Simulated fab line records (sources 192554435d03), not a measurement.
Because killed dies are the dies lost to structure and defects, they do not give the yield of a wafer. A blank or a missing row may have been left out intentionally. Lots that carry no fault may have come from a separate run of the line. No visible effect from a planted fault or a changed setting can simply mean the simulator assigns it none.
What tool caused it? -- flow n5Finfet -- Sampling: 10 lots, 27 wafers, 5 of 1938 route steps

== WHAT THE GAUGES SHOWED, per wafer ==
N5_WELL_APT_CD_MEAS_08: the cd target is 200 nm. Usual: cdNm reads 199.1 nm (standard deviation 1.9).
lot,measured,on,cdNm (nm),flag
L691,day 2 01:46,cdSem-02,197.8 198.0 199.2,
L693,day 2 13:41,cdSem-03,199.2 197.6 199.4,
L695,day 3 01:49,cdSem-01,196.3 196.5 197.5,
L698,day 3 19:41,cdSem-02,198.3 200.2 196.3,
L699,day 4 01:34,cdSem-01,202.1 199.1 199.9,
L706,day 5 19:41,cdSem-02,199.1 204.0,
L708,day 6 07:34,cdSem-03,198.9 197.1,
L709,day 6 14:00,cdSem-02,199.3 199.0,
L710,day 6 19:57,cdSem-02,196.3 195.8 195.3,
L711,day 7 02:04,cdSem-02,198.3 199.5 199.8,

N5_WELL_APT_INSPECT_27: inspects for defects (macro). Usual: rawDefectCount reads 2.0 (standard deviation 1.3).
lot,measured,on,rawDefectCount,flag
L691,day 2 03:04,defectInspect-02,2 3 2,
L693,day 2 14:53,defectInspect-01,1 1 3,
L695,day 3 03:05,defectInspect-01,5 1 2,
L698,day 3 20:52,defectInspect-01,0 2 0,
L699,day 4 02:59,defectInspect-01,1 0 0,
L706,day 5 21:49,defectInspect-01,1 2,
L708,day 6 09:09,defectInspect-02,5 2,
L709,day 6 15:25,defectInspect-02,3 3,
L710,day 6 21:23,defectInspect-01,2 1 4,
L711,day 7 03:24,defectInspect-01,2 0 2,

N5_BEOL_M4_RC_MEAS_101. Usual: CJ_N 4.37, standard deviation 0.075; CJ_P 5.79, standard deviation 0.19; DIBL_N 37.0 mV/V, standard deviation 1.7; DIBL_P 36.7 mV/V, standard deviation 2; IOFF_N 0.17 nA/um, standard deviation 0.035; IOFF_N_85C 3.2 nA/um, standard deviation 0.58; IOFF_N_LIN 0.076 nA/um, standard deviation 0.013; IOFF_P 0.22 nA/um, standard deviation 0.035; IOFF_P_85C 3.8 nA/um, standard deviation 0.51; IOFF_P_LIN 0.103 nA/um, standard deviation 0.013; ION_N 672 uA/um, standard deviation 12; ION_P 461 uA/um, standard deviation 7.5; RS_NWELL 1036 ohm/sq, standard deviation 6.9; RS_PWELL 3017 ohm/sq, standard deviation 24; SS_N 71.6 mV/dec, standard deviation 0.67; SS_P 73.4 mV/dec, standard deviation 0.64; VT_N 250 mV, standard deviation 3.5; VT_P -250 mV, standard deviation 3.5.
lot,measured,on,CJ_N,CJ_P,DIBL_N (mV/V),DIBL_P (mV/V),IOFF_N (nA/um),IOFF_N_85C (nA/um),IOFF_N_LIN (nA/um),IOFF_P (nA/um),IOFF_P_85C (nA/um),IOFF_P_LIN (nA/um),ION_N (uA/um),ION_P (uA/um),RS_NWELL (ohm/sq),RS_PWELL (ohm/sq),SS_N (mV/dec),SS_P (mV/dec),VT_N (mV),VT_P (mV),flag
L691,day 8 08:05,prober-01,4.32 4.31 4.37,5.83 5.80 5.98,38.7 37.0 35.7,41.7 39.1 36.9,0.22 0.16 0.14,4.0 3.1 2.8,0.091 0.073 0.062,0.27 0.20 0.18,4.5 3.6 3.3,0.116 0.092 0.086,674 664 645,463 454 445,1039 1039 1040,3045 3025 3043,72.6 73.0 72.5,75.0 73.4 73.1,248 254 256,-248 -251 -253,
L693,day 9 00:58,prober-01,4.42 4.37 4.36,6.09 5.83 5.85,37.8 36.9 35.3,36.6 35.6 33.9,0.17 0.15 0.12,3.3 3.0 2.6,0.077 0.070 0.061,0.21 0.19 0.18,3.6 3.4 3.2,0.103 0.096 0.093,675 657 650,459 451 447,1039 1046 1044,3017 3019 3028,71.3 71.4 70.9,73.5 73.4 72.8,247 247 252,-249 -249 -250,
L695,day 9 04:19,prober-01,4.31 4.43 4.48,5.76 5.72 5.66,38.4 39.2 39.6,39.0 38.8 39.8,0.19 0.20 0.21,3.6 3.7 3.9,0.085 0.083 0.087,0.27 0.25 0.27,4.5 4.2 4.5,0.116 0.109 0.116,665 668 658,464 449 454,1031 1035 1036,3024 3000 3009,72.2 72.3 72.4,73.6 74.1 74.5,247 249 247,-248 -249 -250,
L698,day 10 03:26,prober-01,4.43 4.37 4.32,5.99 5.95 5.81,36.7 36.6 36.5,37.4 37.3 36.7,0.17 0.16 0.15,3.2 3.2 2.9,0.077 0.074 0.069,0.20 0.20 0.20,3.7 3.7 3.5,0.096 0.095 0.091,681 673 662,467 464 454,1030 1042 1042,2995 2997 3042,71.9 71.7 71.5,74.2 73.3 73.5,252 252 254,-252 -256 -253,
L699,day 10 10:58,prober-02,4.34 4.28 4.42,5.80 5.53 5.39,34.3 36.5 35.7,35.1 36.9 35.4,0.13 0.17 0.15,2.7 3.2 3.0,0.064 0.078 0.070,0.18 0.20 0.18,3.3 3.7 3.3,0.090 0.097 0.088,666 675 666,454 460 454,1046 1042 1050,3005 2975 2974,70.0 71.4 71.4,72.4 74.1 73.5,252 249 253,-253 -253 -255,
L706,day 11 21:56,prober-02,2.54 2.52,2.24 2.23,74.5 51.7,56.8 44.3,8.91 1.38,93.1 19.6,0.403 0.161,2.32 0.63,27.4 9.1,0.282 0.165,708 694,486 477,967 967,2344 2372,115.7 89.5,90.2 79.1,238 240,-239 -243,OFF
L708,day 13 09:07,prober-01,2.55 4.44,2.25 5.80,56.6 33.9,46.2 35.1,2.19 0.11,27.9 2.4,0.186 0.054,0.65 0.17,9.4 3.0,0.161 0.086,692 653,478 449,975 1032,2351 3012,95.9 71.3,80.2 72.6,245 256,-244 -254,OFF
L709,day 13 12:22,prober-01,4.32 2.52,5.93 2.22,36.6 60.7,35.7 44.1,0.15 2.96,2.9 35.4,0.067 0.209,0.21 0.64,3.7 9.3,0.104 0.163,669 694,464 472,1038 974,2973 2298,71.4 102.3,73.2 80.1,253 245,-249 -246,OFF
L710,day 13 14:22,prober-02,4.43 4.33 4.38,6.07 6.02 6.02,36.6 39.4 38.0,36.8 40.1 38.7,0.13 0.18 0.15,2.7 3.6 3.0,0.060 0.079 0.069,0.17 0.21 0.19,3.0 3.6 3.3,0.084 0.096 0.089,658 662 664,447 452 454,1032 1029 1036,3035 3031 3039,71.6 72.6 71.6,73.4 73.8 74.3,256 249 253,-257 -251 -254,
L711,day 14 10:43,prober-02,4.38 4.39 4.38,6.21 5.92 6.00,35.5 36.0 35.8,34.4 35.2 34.2,0.15 0.16 0.14,2.9 3.1 2.9,0.070 0.075 0.067,0.20 0.22 0.20,3.6 3.8 3.5,0.101 0.106 0.097,675 678 664,467 466 461,1029 1024 1028,3011 3012 3020,72.0 71.8 71.2,73.6 73.5 73.1,250 246 251,-250 -249 -252,

== TOOL THAT RAN EACH LOT (tool first, then ch and the chambers of the sampled wafers, then the start) ==
lot,N5_WELL_APT_EPI_41,N5_PMOS_HMC_CHANNEL_EPI_STRIP_33
L691,"epiRpcvd-03 ch 0, day 2 04:41","rieDiel-06 ch 0,3, day 2 06:07"
L693,"epiRpcvd-03 ch 0, day 2 16:19","rieDiel-02 ch 0,2, day 2 17:56"
L695,"epiRpcvd-04 ch 0, day 3 05:53","rieDiel-06 ch 0,2,3, day 3 07:08"
L698,"epiRpcvd-03 ch 0, day 3 22:20","rieDiel-04 ch 0,1,2, day 3 23:51"
L699,"epiRpcvd-01 ch 0, day 4 04:07","rieDiel-04 ch 0,1,2, day 4 05:25"
L706,"epiRpcvd-03 ch 0, day 5 23:16","rieDiel-02 ch 1, day 6 00:21"
L708,"epiRpcvd-03 ch 0, day 6 11:05","rieDiel-06 ch 1,3, day 6 12:11"
L709,"epiRpcvd-03 ch 0, day 6 16:40","rieDiel-02 ch 2,3, day 6 18:11"
L710,"epiRpcvd-01 ch 0, day 6 22:37","rieDiel-06 ch 1,2, day 7 00:31"
L711,"epiRpcvd-01 ch 0, day 7 04:47","rieDiel-04 ch 0,2, day 7 06:12"
- N5_WELL_APT_EPI_41: deposits Si from SiH4/H2, target thk 50 nm, time 297.7 s.
- N5_PMOS_HMC_CHANNEL_EPI_STRIP_33: strips in N2/H2.

== WHAT THE TOOLS THEMSELVES READ (means of the sampled wafers that have a number; where no wafer has one, the mark that the record gives instead) ==
N5_WELL_APT_EPI_41. Usual: runLengthS 360 s, standard deviation 3.7; throttleValvePct 11.4 %, standard deviation 0.42.
lot,tool,runLengthS (s),throttleValvePct (%),flag
L691,epiRpcvd-03,363,11.6,
L693,epiRpcvd-03,363,11.8,
L695,epiRpcvd-04,362,11.0,
L698,epiRpcvd-03,363,11.8,
L699,epiRpcvd-01,356,11.0,
L706,epiRpcvd-03,554,11.7,OFF
L708,epiRpcvd-03,462,11.8,OFF
L709,epiRpcvd-03,454,11.6,OFF
L710,epiRpcvd-01,363,11.2,
L711,epiRpcvd-01,364,11.3,

N5_PMOS_HMC_CHANNEL_EPI_STRIP_33. Usual: drypumpMotorCurrentA 5.6 A, standard deviation 0.35; oesProductAu 0.79 a.u., standard deviation 0.074; rfVppV 54.0 V, standard deviation 1.5; showerheadPlenumPTorr 3.39 Torr, standard deviation 0.087; throttleValvePct 18.9 %, standard deviation 0.36.
lot,tool,drypumpMotorCurrentA (A),oesProductAu (a.u.),rfVppV (V),showerheadPlenumPTorr (Torr),throttleValvePct (%),flag
L691,rieDiel-06,5.4,0.76,55.2,3.33,19.0,
L693,rieDiel-02,5.5,0.72,54.2,3.41,19.3,
L695,rieDiel-06,5.5,0.81,53.9,3.34,18.8,
L698,rieDiel-04,5.9,0.79,54.2,3.37,18.7,
L699,rieDiel-04,6.0,0.79,53.5,3.37,18.7,
L706,rieDiel-02,6.1,0.91,53.1,3.44,19.1,
L708,rieDiel-06,5.5,0.78,53.9,3.30,19.1,
L709,rieDiel-02,5.3,0.78,54.5,3.40,18.9,
L710,rieDiel-06,5.8,0.84,54.6,3.32,18.8,
L711,rieDiel-04,6.0,0.73,53.7,3.43,18.8,

== THE ANSWER, worked out from the rows above alone ==
Rule: a lot counts as off when the mean over its wafers that have a number is more than 3 standard deviations away from the usual mean. A lot without any number at a reading at which 4 lots or more have one is off too. All remaining lots with rows at the step are treated as sound. Order of review: gauges by route order, followed by the tools' own readings, for which a lot's mean as printed above is used. At the first step where some lot is off, the reading lying furthest off is the one used; lots without a number count as furthest.
Off: at N5_BEOL_M4_RC_MEAS_101 (IOFF_N), L706, L708, L709.
If a tool, at a process step before that reading, ran all the lots that are off and no sound lot after the first of them, it fits. The gauges at N5_BEOL_M4_RC_MEAS_101 aren't tried: what is off there is off at N5_WELL_APT_EPI_41 too, on other tools, and a gauge's error can't cause that. One fits: N5_WELL_APT_EPI_41 on epiRpcvd-03. A fault onset in the window from L698 (day 3 22:20, its last sound lot) to L706 (day 5 23:16, its first lot off) fits.
The tool's own readings at N5_WELL_APT_EPI_41 bear it out: on the lots that are off they differ by more than 5 times the standard deviation of the sound lots' means. runLengthS reads 490 s there against 362 s on the sound lots.

== WHAT THE SIMULATOR HAD INSERTED ==
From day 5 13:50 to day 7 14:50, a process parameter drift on epiRpcvd-03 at N5_WELL_APT_EPI_41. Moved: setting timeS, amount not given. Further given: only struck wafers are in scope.
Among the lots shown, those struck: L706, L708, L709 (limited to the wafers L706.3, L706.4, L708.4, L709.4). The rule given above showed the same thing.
